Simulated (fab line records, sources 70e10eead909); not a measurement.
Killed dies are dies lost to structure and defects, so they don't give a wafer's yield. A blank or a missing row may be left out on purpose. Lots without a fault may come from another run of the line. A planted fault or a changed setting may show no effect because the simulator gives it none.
Chamber matching | flow nand_harc | NHARC_A_WL_FILL_ALD_02 on ald_metal-03: 4 sister chambers
The step deposits TiN, target thk 2 nm, pulse time 3 s, ald cycles 100. 4 wafers are shown with their chamber, then 10 later ones without.

WAFERS WITH THEIR CHAMBER
wafer  | chamber | heater_power_w (W)
L077.6 | 1       | 884
L083.4 | 2       | 1070
L086.3 | 0       | 997
L086.4 | 3       | 1064

WAFERS WITHOUT THEIR CHAMBER
wafer  | heater_power_w (W)
L086.5 | 1036
L088.3 | 906
L088.5 | 1011
L088.6 | 1093
L093.1 | 1021
L093.2 | 1074
L093.4 | 1019
L094.3 | 1022
L094.4 | 909
L094.6 | 894

WHICH CHAMBER EACH WENT THROUGH
wafer  | from the rows above          | in truth
L086.5 | can't be placed: 3 or 2 or 0 | 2
L088.3 | 1                            | 1
L088.5 | can't be placed: 0 or 3      | 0
L088.6 | can't be placed: 2 or 3      | 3
L093.1 | can't be placed: 0 or 3 or 2 | 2
L093.2 | can't be placed: 2 or 3      | 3
L093.4 | can't be placed: 0 or 3 or 2 | 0
L094.3 | can't be placed: 0 or 3 or 2 | 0
L094.4 | 1                            | 1
L094.6 | 1                            | 1
Placed correctly: 3 of 10. Can't be placed from these rows: 7 (the true chamber is among the candidates in 7). Placed wrongly: 0.
How it was worked out, from the rows above alone: a wafer's distance from a chamber is the root of the sum, over the readings, of the square of ((its reading less the chamber's mean) divided by the reading's scatter). The wafer belongs to the nearest chamber; if the next one is less than 2 further off, it can't be placed. A chamber's mean is the mean of its shown wafers. The scatter: with one shown wafer a chamber, the root of the mean of the squares of how far each hidden wafer lies from its nearest shown one.
